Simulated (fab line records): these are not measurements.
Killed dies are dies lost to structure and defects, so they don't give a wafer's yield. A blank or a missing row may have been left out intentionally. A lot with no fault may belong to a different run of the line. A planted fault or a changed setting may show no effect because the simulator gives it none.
What tool caused it? | flow n5Finfet | 72 wafers from 24 lots sampled at 4 of the route's 1938 steps

## WHAT THE GAUGES READ, wafer by wafer
N5_MOL_CONTACT_COAG_INSPECT_57: inspects for defects (brightfield). Usual: rawDefectCount 191, standard deviation 52.
lot  | measured     | on               | rawDefectCount | flag
L074 | day 5 03:31  | defectInspect-01 | 226 95 141     | 
L075 | day 5 06:28  | defectInspect-01 | 198 149 132    | 
L076 | day 5 12:14  | defectInspect-02 | 230 181 248    | 
L077 | day 5 23:46  | defectInspect-02 | 244 193 267    | 
L078 | day 6 05:38  | defectInspect-01 | 169 202 212    | 
L079 | day 6 13:42  | defectInspect-01 | 122 135 126    | 
L080 | day 6 23:30  | defectInspect-01 | 180 195 138    | 
L081 | day 7 03:58  | defectInspect-01 | 265 212 242    | 
L082 | day 7 06:28  | defectInspect-02 | 235 233 316    | 
L083 | day 7 10:26  | defectInspect-02 | 201 205 219    | 
L084 | day 7 14:23  | defectInspect-01 | 193 186 220    | 
L085 | day 7 18:55  | defectInspect-01 | 159 246 195    | 
L086 | day 8 02:35  | defectInspect-02 | 202 170 183    | 
L087 | day 8 08:06  | defectInspect-02 | 122 114 122    | 
L088 | day 8 10:02  | defectInspect-02 | 209 242 187    | 
L089 | day 8 18:26  | defectInspect-01 | 89 149 192     | 
L090 | day 8 21:47  | defectInspect-02 | 189 230 294    | 
L091 | day 9 06:22  | defectInspect-02 | 119 148 192    | 
L092 | day 9 16:33  | defectInspect-02 | 270 253 201    | 
L093 | day 9 18:45  | defectInspect-02 | 178 117 165    | 
L094 | day 10 07:50 | defectInspect-02 | 252 208 172    | 
L095 | day 10 09:17 | defectInspect-01 | 137 125 115    | 
L096 | day 10 12:33 | defectInspect-01 | 176 136 126    | 
L097 | day 10 23:16 | defectInspect-02 | 210 187 214    | 

## EACH LOT AND THE TOOL THAT RAN IT (in order: tool; ch and the chambers of the sampled wafers; start)
lot  | N5_MOL_CONTACT_COAG_ALD_20         | N5_MOL_CONTACT_COAG_PRE_CLEAN_141 | N5_MOL_CONTACT_COAG_ANNEAL_113
L074 | aldMetal-01 ch 2,3, day 4 19:45    | pvdSputter-02, day 4 20:20        | rtpAnneal-01 ch 0, day 4 21:32
L075 | aldMetal-01 ch 0,1,2, day 4 22:32  | pvdSputter-02, day 4 23:09        | rtpAnneal-01 ch 0, day 4 23:58
L076 | aldMetal-04 ch 0,2,3, day 5 04:33  | pvdSputter-01, day 5 05:08        | rtpAnneal-02 ch 0, day 5 05:58
L077 | aldMetal-04 ch 0,1,3, day 5 12:56  | pvdSputter-02, day 5 15:02        | rtpAnneal-01 ch 0, day 5 16:08
L078 | aldMetal-01 ch 2,3, day 5 21:56    | pvdSputter-01, day 5 23:00        | rtpAnneal-02 ch 0, day 6 00:14
L079 | aldMetal-01 ch 0,1,3, day 6 05:44  | pvdSputter-01, day 6 06:20        | rtpAnneal-02 ch 0, day 6 07:35
L080 | aldMetal-01 ch 0,1,3, day 6 12:33  | pvdSputter-01, day 6 14:34        | rtpAnneal-02 ch 0, day 6 15:48
L081 | aldMetal-01 ch 1,2,3, day 6 19:28  | pvdSputter-01, day 6 20:25        | rtpAnneal-01 ch 0, day 6 21:13
L082 | aldMetal-01 ch 2,3, day 6 22:50    | pvdSputter-03, day 6 23:26        | rtpAnneal-02 ch 0, day 7 00:23
L083 | aldMetal-02 ch 0,1,3, day 6 23:43  | pvdSputter-01, day 7 02:15        | rtpAnneal-01 ch 0, day 7 03:12
L084 | aldMetal-01 ch 1,2, day 7 06:40    | pvdSputter-03, day 7 07:20        | rtpAnneal-02 ch 0, day 7 08:34
L085 | aldMetal-01 ch 0,1,3, day 7 09:32  | pvdSputter-02, day 7 10:10        | rtpAnneal-02 ch 0, day 7 10:58
L086 | aldMetal-01 ch 0,3, day 7 17:35    | pvdSputter-01, day 7 18:24        | rtpAnneal-02 ch 0, day 7 19:31
L087 | aldMetal-04 ch 1,2, day 7 21:39    | pvdSputter-02, day 8 01:19        | rtpAnneal-01 ch 0, day 8 02:16
L088 | aldMetal-04 ch 0,1,2, day 8 02:24  | pvdSputter-03, day 8 04:05        | rtpAnneal-02 ch 0, day 8 05:14
L089 | aldMetal-01 ch 1,2, day 8 07:56    | pvdSputter-02, day 8 11:02        | rtpAnneal-02 ch 0, day 8 12:00
L090 | aldMetal-01 ch 0,1,3, day 8 14:34  | pvdSputter-01, day 8 15:10        | rtpAnneal-01 ch 0, day 8 16:24
L091 | aldMetal-01 ch 1,2,3, day 8 21:25  | pvdSputter-01, day 8 23:08        | rtpAnneal-02 ch 0, day 9 00:13
L092 | aldMetal-01 ch 0,1, day 9 09:23    | pvdSputter-02, day 9 10:11        | rtpAnneal-02 ch 0, day 9 11:01
L093 | aldMetal-02 ch 0,2, day 9 09:51    | pvdSputter-03, day 9 12:18        | rtpAnneal-01 ch 0, day 9 13:07
L094 | aldMetal-01 ch 0,2,3, day 9 21:25  | pvdSputter-03, day 10 00:17       | rtpAnneal-02 ch 0, day 10 01:14
L095 | aldMetal-01 ch 0,3, day 10 00:19   | pvdSputter-02, day 10 00:54       | rtpAnneal-01 ch 0, day 10 01:58
L096 | aldMetal-04 ch 0,2,3, day 10 04:26 | pvdSputter-03, day 10 06:02       | rtpAnneal-01 ch 0, day 10 07:15
L097 | aldMetal-04 ch 0,1, day 10 13:44   | pvdSputter-01, day 10 14:59       | rtpAnneal-02 ch 0, day 10 15:48
- N5_MOL_CONTACT_COAG_ALD_20: deposits TiN, target thk 1.5 nm, pulse time 1 s, purge time 3 s.
- N5_MOL_CONTACT_COAG_PRE_CLEAN_141: time 60 s.
- N5_MOL_CONTACT_COAG_ANNEAL_113: time 300 s.

## AS READ BY THE TOOLS THEMSELVES (means over the sampled wafers that have a number; for cases with no such wafer, the mark the record gives instead)
N5_MOL_CONTACT_COAG_ALD_20. Usual: heaterPowerW 838 W, standard deviation 65; precursorPulseHeightRel 1.000, standard deviation 0.02; susceptorTempC 399.98 C, standard deviation 0.24.
lot  | tool        | heaterPowerW (W) | precursorPulseHeightRel | susceptorTempC (C) | flag
L074 | aldMetal-01 | 806              | 1.005                   | 399.93             | 
L075 | aldMetal-01 | 822              | 1.010                   | 400.06             | 
L076 | aldMetal-04 | 929              | 1.003                   | 400.00             | 
L077 | aldMetal-04 | 910              | 0.996                   | 399.93             | 
L078 | aldMetal-01 | 827              | 0.998                   | 400.16             | 
L079 | aldMetal-01 | 811              | 0.990                   | 399.91             | 
L080 | aldMetal-01 | 811              | 1.013                   | 400.13             | 
L081 | aldMetal-01 | 809              | 0.983                   | 399.97             | 
L082 | aldMetal-01 | 795              | 1.000                   | 399.75             | 
L083 | aldMetal-02 | 937              | 0.988                   | 400.10             | 
L084 | aldMetal-01 | 818              | 1.000                   | 399.98             | 
L085 | aldMetal-01 | 805              | 1.015                   | 399.93             | 
L086 | aldMetal-01 | 837              | 1.000                   | 399.68             | 
L087 | aldMetal-04 | 859              | 1.001                   | 400.07             | 
L088 | aldMetal-04 | 859              | 1.033                   | 399.98             | 
L089 | aldMetal-01 | 798              | 0.993                   | 399.94             | 
L090 | aldMetal-01 | 810              | 0.997                   | 399.98             | 
L091 | aldMetal-01 | 805              | 0.997                   | 400.00             | 
L092 | aldMetal-01 | 803              | 0.977                   | 399.97             | 
L093 | aldMetal-02 | 830              | 1.003                   | 400.17             | 
L094 | aldMetal-01 | 818              | 0.994                   | 400.09             | 
L095 | aldMetal-01 | 831              | 1.009                   | 399.91             | 
L096 | aldMetal-04 | 928              | 1.009                   | 400.02             | 
L097 | aldMetal-04 | 864              | 1.002                   | 400.08             | 

N5_MOL_CONTACT_COAG_PRE_CLEAN_141. Usual: heaterPowerW 465 W, standard deviation 46; susceptorTempC 300.00 C, standard deviation 0.19.
lot  | tool          | heaterPowerW (W) | susceptorTempC (C) | flag
L074 | pvdSputter-02 | 475              | 300.15             | 
L075 | pvdSputter-02 | 473              | 299.85             | 
L076 | pvdSputter-01 | 455              | 300.17             | 
L077 | pvdSputter-02 | 535              | 299.75             | 
L078 | pvdSputter-01 | 472              | 299.77             | 
L079 | pvdSputter-01 | 461              | 300.15             | 
L080 | pvdSputter-01 | 462              | 300.01             | 
L081 | pvdSputter-01 | 457              | 300.02             | 
L082 | pvdSputter-03 | 431              | 299.81             | 
L083 | pvdSputter-01 | 463              | 299.97             | 
L084 | pvdSputter-03 | 452              | 300.13             | 
L085 | pvdSputter-02 | 517              | 300.03             | 
L086 | pvdSputter-01 | 452              | 300.03             | 
L087 | pvdSputter-02 | 481              | 300.15             | 
L088 | pvdSputter-03 | 431              | 299.77             | 
L089 | pvdSputter-02 | 514              | 300.11             | 
L090 | pvdSputter-01 | 454              | 300.27             | 
L091 | pvdSputter-01 | 466              | 299.95             | 
L092 | pvdSputter-02 | 499              | 299.97             | 
L093 | pvdSputter-03 | 408              | 300.21             | 
L094 | pvdSputter-03 | 428              | 299.89             | 
L095 | pvdSputter-02 | 482              | 300.05             | 
L096 | pvdSputter-03 | 431              | 300.01             | 
L097 | pvdSputter-01 | 460              | 300.00             | 

N5_MOL_CONTACT_COAG_ANNEAL_113. Usual: annealTempCMax 401.9, standard deviation 0.63; lampPowerPct 2.5 %, standard deviation 0.31; wafer_temp_C_max 401.7, standard deviation 0.35.
lot  | tool         | annealTempCMax | lampPowerPct (%) | wafer_temp_C_max | flag
L074 | rtpAnneal-01 | 402.5          | 2.8              | 402.0            | 
L075 | rtpAnneal-01 | 402.3          | 2.8              | 401.7            | 
L076 | rtpAnneal-02 | 401.2          | 2.2              | 402.1            | 
L077 | rtpAnneal-01 | 402.9          | 2.8              | 401.6            | 
L078 | rtpAnneal-02 | 401.8          | 2.2              | 401.8            | 
L079 | rtpAnneal-02 | 401.6          | 2.2              | 401.5            | 
L080 | rtpAnneal-02 | 401.5          | 2.2              | 401.8            | 
L081 | rtpAnneal-01 | 402.3          | 2.8              | 401.4            | 
L082 | rtpAnneal-02 | 401.6          | 2.2              | 401.3            | 
L083 | rtpAnneal-01 | 402.6          | 2.8              | 401.4            | 
L084 | rtpAnneal-02 | 401.7          | 2.2              | 401.8            | 
L085 | rtpAnneal-02 | 401.6          | 2.2              | 401.4            | 
L086 | rtpAnneal-02 | 401.4          | 2.2              | 401.9            | 
L087 | rtpAnneal-01 | 402.3          | 2.8              | 401.5            | 
L088 | rtpAnneal-02 | 401.7          | 2.2              | 401.6            | 
L089 | rtpAnneal-02 | 401.3          | 2.2              | 401.5            | 
L090 | rtpAnneal-01 | 402.3          | 2.8              | 401.7            | 
L091 | rtpAnneal-02 | 400.9          | 2.2              | 401.6            | 
L092 | rtpAnneal-02 | 401.9          | 2.2              | 401.8            | 
L093 | rtpAnneal-01 | 402.6          | 2.8              | 401.7            | 
L094 | rtpAnneal-02 | 401.6          | 2.2              | 401.8            | 
L095 | rtpAnneal-01 | 402.2          | 2.8              | 401.5            | 
L096 | rtpAnneal-01 | 402.1          | 2.8              | 402.1            | 
L097 | rtpAnneal-02 | 401.5          | 2.2              | 401.9            | 

## THE ANSWER, worked out from the rows above alone
Rule: take the mean of a lot's wafers that have a number; if it is more than 3 standard deviations from the usual mean, the lot is off. A lot without any number at a reading at which 4 lots or more have one is off too. All remaining lots with rows at the step are treated as sound. The gauges are gone through in route order, then the tools' own readings, and for those a lot's mean is taken as printed above. The first step at which some lot is off is used, and at that step the reading that is off furthest; a lot without a number counts as furthest.
None of the lots is off at any reading shown; this tells nothing.

## WHAT THE SIMULATOR HAD INSERTED
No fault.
